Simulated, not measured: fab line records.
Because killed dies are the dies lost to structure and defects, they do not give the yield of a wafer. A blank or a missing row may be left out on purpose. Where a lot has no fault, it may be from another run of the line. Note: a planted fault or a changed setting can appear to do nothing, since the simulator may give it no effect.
Struck lot and sound lot, side by side | flow n5-finfet | 32 out of 1938 route steps
Sound: wafers L299.1, L299.3, L299.6. Struck: wafer L302.6 (L302.4, L302.5, from the same lot, were not struck and are left out); the cause is given at the end.
At each step with rows: each side's tool, then ch and its chambers, then its first start. Under that, the readings that differ: sound wafers | struck wafers | difference of the means | sigmas: that difference in standard deviations of wafers without a fault.
alike: readings whose means differ by less than 2 such deviations, and words and numbers that are the same on both sides. not compared: withheld readings, readings that some wafer has no value for, bounds like >300 that may hide the same value, and numbers for which the record gives no deviation and whose values overlap.
A row with sigmas, a row that says differs or no value, or rows on one side alone: a step with any of these is where the two part. When numbers do not overlap yet have no deviation, they are printed without sigmas and do not part them. A reading missing from all wafers of one side parts the sides only when that side holds two or more wafers.

first, 7 steps without rows for these wafers: N5_BEOL_M15_COAT_22 (resist thk 800 nm); N5_BEOL_M15_EBR_24; N5_BEOL_M15_SOFTBAKE_23 (time 60 s); N5_BEOL_M15_EXPOSE_25 (exposes mask M15, target cd 400 nm); N5_BEOL_M15_PEB_26 (peb time 90 s); N5_BEOL_M15_DEVELOP_27 (develop time 45 s); N5_BEOL_M15_HARDBAKE_32 (time 120 s).
N5_BEOL_M15_CD_MEAS_28: target cd 407.6 nm.
  sound on cd-sem-01 ch 0, day 16 01:16; struck on cd-sem-02 ch 0, day 16 08:53
  alike: cd-nm
N5_BEOL_M15_OVL_MEAS_29:
  sound on overlay-02 ch 0, day 16 01:18; struck on overlay-01 ch 0, day 16 08:55
  alike: M15_OVL
N5_BEOL_M15_INSPECT_30: inspects for defects (macro).
  sound on defect-inspect-01 at day 16 01:20; struck on defect-inspect-01 at day 16 08:56
  alike: raw-defect-count
then, 1 step without rows for these wafers: N5_BEOL_M15_DESCUM_33 (chemistry O2, time 7.9 s).
N5_BEOL_M15_ETCH_61: etches BARC in N2/H2, target depth 89 nm, overetch 26.7 nm, time 67.9 s.
  sound on rie-diel-01 ch 0,3, day 16 01:40; struck on rie-diel-01 ch 3, day 16 09:59
  alike: drypump-motor-current-A, oes-product-au, rf-fwd-power-W, rf-vpp-V, showerhead-plenum-p-Torr, throttle-valve-pct
  not compared: rf-hours-counter-h
N5_BEOL_M15_TRENCH_ETCH_34: etches SiO2 in C4F8/O2/Ar, target depth 872.93 nm, time 199 s.
  sound on rie-diel-01 ch 0,3, day 16 01:43; struck on rie-diel-01 ch 3, day 16 10:05
  reading                                    | sound             | struck | difference | sigmas
  model.etch.depth-nm (nm)                   | 833.4 890.9 838.9 | 1165   | +311       |
  model.coat_of_BEOL_M15_COAT_22.thk-nm (nm) | 556.8 540 552.4   | 484.8  | -64.9      |
  model.BEOL_M15.cd-nm (nm)                  | 400.8 401.8 401   | 405.2  | +4.0       |
  alike: drypump-motor-current-A, oes_o_777_au, oes-product-au, rf-fwd-power-W, rf-vpp-V, showerhead-plenum-p-Torr, throttle-valve-pct
  not compared: rf-hours-counter-h
then, 7 steps without rows for these wafers: N5_BEOL_M15_STRIP_36 (strips in O2); N5_BEOL_M15_STRIP_62 (strips in O2); N5_BEOL_M15_STRIP_37 (strips in O2); N5_BEOL_M15_ETCH_38 (etches SiCN in CF4/N2, target depth 106.4 nm, time 120.5 s); N5_BEOL_M15_PRECLEAN_39 (cleans in residue remover, time 60 s); N5_BEOL_M15_SRD_40 (time 30 s, dry time 30 s); N5_BEOL_M15_DEGAS_41 (time 60 s).
N5_BEOL_M15_PRE_CLEAN_42: time 30 s.
  sound on pvd-sputter-02 at day 16 02:58; struck on pvd-sputter-03 at day 16 17:14
  alike: heater-power-w
N5_BEOL_M15_SPUTTER_43: material TaN, target thk 15 nm, time 24.19 s.
  sound on pvd-sputter-02 at day 16 03:00; struck on pvd-sputter-03 at day 16 17:16
  alike: throttle-valve-pct
N5_BEOL_M15_SPUTTER_44: material Ta, target thk 15 nm, time 24.19 s.
  sound on pvd-sputter-02 at day 16 03:05; struck on pvd-sputter-03 at day 16 17:21
  alike: throttle-valve-pct
then, 3 steps without rows for these wafers: N5_BEOL_M15_SPUTTER_45 (material Cu, target thk 100 nm, time 16.67 s); N5_BEOL_M15_ECD_47 (material Cu, target thk 1860 nm); N5_BEOL_M15_ANNEAL_48 (time 90 s).
N5_BEOL_M15_CMP_49: polishes, stops on SiO2, t overpolish 4.9 s, target thk 850 nm.
  sound on cmp-01 ch 0,2,3, day 16 03:52; struck on cmp-04 ch 0, day 16 18:10
  reading                                 | sound             | struck | difference | sigmas
  motor-current-A (A)                     | 8.6 9.2 9.1       | 7.3    | -1.7       | -2
  model.Cu_of_BEOL_M15_ECD_47.thk-nm (nm) | 809.2 866.8 815.8 | 1142   | +311       |
  alike: clearing-platen-down-force-psi
N5_BEOL_M15_THK_MEAS_50: measures by xrf.
  sound on film-metro-01 at day 16 04:07; struck on film-metro-02 at day 16 18:23
  reading      | sound       | struck | difference | sigmas
  M15_THK (nm) | 829 894 839 | 1153   | +299       | +12
then, 1 step without rows for these wafers: N5_BEOL_M15_PRE_CLEAN_52 (time 15 s).
N5_BEOL_M15_DEP_53: deposits SiCN from 3MS/NH3, target thk 50 nm, time 17.8 s.
  sound on pecvd-02 ch 0,2, day 16 04:10; struck on pecvd-03 ch 2, day 16 18:28
  alike: chamber-pressure-Torr, rf-fwd-power-W, showerhead-plenum-p-Torr, throttle-valve-pct
N5_BEOL_M15_RS_MEAS_54: a four-point-probe measurement.
  sound on film-metro-01 at day 16 04:14; struck on film-metro-01 at day 16 18:31
  reading         | sound                | struck | difference | sigmas
  M15_RS (ohm/sq) | 0.0227 0.0211 0.0225 | 0.0160 | -0.0061    | -13
N5_BEOL_M15_INSPECT_55: inspects for defects (darkfield).
  sound on defect-inspect-02 at day 16 04:16; struck on defect-inspect-01 at day 16 18:32
  alike: raw-defect-count

WHERE THEY PART
At N5_BEOL_M15_CMP_49 first; at N5_BEOL_M15_RS_MEAS_54 last (within this record only). Later steps at which nothing parts them and some readings are alike: N5_BEOL_M15_INSPECT_55.

WHY: whatever the simulator had introduced
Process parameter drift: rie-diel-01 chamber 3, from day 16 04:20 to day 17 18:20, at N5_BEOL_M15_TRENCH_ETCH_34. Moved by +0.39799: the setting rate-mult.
